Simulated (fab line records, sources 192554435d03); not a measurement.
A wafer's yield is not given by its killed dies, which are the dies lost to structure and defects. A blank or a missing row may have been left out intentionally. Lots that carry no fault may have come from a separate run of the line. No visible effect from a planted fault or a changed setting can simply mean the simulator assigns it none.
A lot that was struck, set against a sound lot || flow n5 finfet || 15 out of 1938 route steps
Sound: wafers L203.3, L203.4, L203.5. Struck: wafer L206.2; the same lot's L206.4 was not struck, so it is left out; see the end for the cause.
Order at every step that has rows: each side's tool, ch and its chambers, its first start. Under that, the readings that differ: sound wafers || struck wafers || difference of the means || sigmas: that difference in standard deviations of wafers without a fault.
alike: readings whose means differ by less than 2 such deviations, and words and numbers that are the same on both sides. not compared: withheld readings, readings that some wafer has no value for, bounds like >300 that may hide the same value, and numbers for which the record gives no deviation and whose values overlap.
The two part at a step that has a row with sigmas, a row that says differs or no value, or rows on one side only. Numbers that have no deviation but don't overlap get no sigmas and don't part them. A reading missing from all wafers of one side parts the sides only when that side holds two or more wafers.

first, 8 steps without rows for these wafers: N5_BEOL_M1_COAT_68 (time 60 s, resist thk 12 nm); N5_BEOL_M1_COAT_76 (time 60 s, resist thk 5 nm); N5_BEOL_M1_COAT_22 (resist thk 30 nm); N5_BEOL_M1_EBR_24; N5_BEOL_M1_SOFTBAKE_23 (time 60 s); N5_BEOL_M1_EXPOSE_25 (exposes mask V0, defocus 5 nm, target cd 24 nm); N5_BEOL_M1_PEB_26 (peb time 60 s); N5_BEOL_M1_DEVELOP_27 (develop time 30 s).
N5_BEOL_M1_CD_MEAS_28: target cd y 23.3 nm.
  sound on cd sem-03 ch 0, day 8 03:18; struck on cd sem-02 ch 0, day 8 23:06
{"reading": "cd nm (nm)", "sound": "23.75 23.53 23.94", "struck": 24.34, "difference": "+0.60", "sigmas": "+2"}
N5_BEOL_M1_OVL_MEAS_29:
  sound on overlay-02 ch 0, day 8 03:20; struck on overlay-01 ch 0, day 8 23:08
  alike: V0_OVL
N5_BEOL_M1_INSPECT_30: inspects for defects (brightfield).
  struck on defect inspect-01, day 8 23:11; sound on defect inspect-02, day 8 03:23
  alike: raw defect count
N5_BEOL_M1_DESCUM_33: chemistry O2, time 7 s.
  sound on rie diel-06 ch 1,3, day 8 03:25; struck on rie diel-06 ch 1, day 8 23:13
  alike: drypump motor current A, oes product au, rf vpp V, showerhead plenum p Torr, throttle valve pct
  not compared: rf hours counter h
N5_BEOL_M1_ETCH_77: etches underlayer in N2/H2, target depth 6.5 nm, time 5.2 s.
  sound on rie diel-06 ch 1,3, day 8 03:28; struck on rie diel-06 ch 1, day 8 23:16
{"reading": "etch rf on time s (s)", "sound": "5.21 5.23 5.19", "struck": 6.00, "difference": "+0.79", "sigmas": "+6"}
  alike: drypump motor current A, oes product au, rf vpp V, showerhead plenum p Torr, throttle valve pct
  not compared: rf hours counter h
N5_BEOL_M1_ETCH_69: etches SiARC in CF4, target depth 15.6 nm, time 26 s.
  sound on rie diel-06 ch 1,3, day 8 03:28; struck on rie diel-06 ch 1, day 8 23:17
  alike: drypump motor current A, etch rf on time s, oes product au, rf vpp V, showerhead plenum p Torr, throttle valve pct
  not compared: rf hours counter h
-- here the record skips 5 days between the struck wafers' starts before and after, leaving off in module BEOL_M1 and picking up in module BEOL_M4 (first step shown: number 1111 of the route) --
N5_BEOL_M4_RC_MEAS_101:
  sound on prober-01 ch 0, day 13 10:53; struck on prober-02 ch 0, day 14 11:15
  alike: DIBL_N, DIBL_P, IOFF_N, IOFF_P, ION_N, ION_P, SS_N, SS_P, VT_N, VT_P

## WHERE THEY PART
At N5_BEOL_M1_CD_MEAS_28 first; at N5_BEOL_M1_ETCH_77 last (within this record only). Later steps at which nothing parts them and some readings are alike: N5_BEOL_M1_ETCH_69, N5_BEOL_M4_RC_MEAS_101.

WHY: the cause the simulator had injected
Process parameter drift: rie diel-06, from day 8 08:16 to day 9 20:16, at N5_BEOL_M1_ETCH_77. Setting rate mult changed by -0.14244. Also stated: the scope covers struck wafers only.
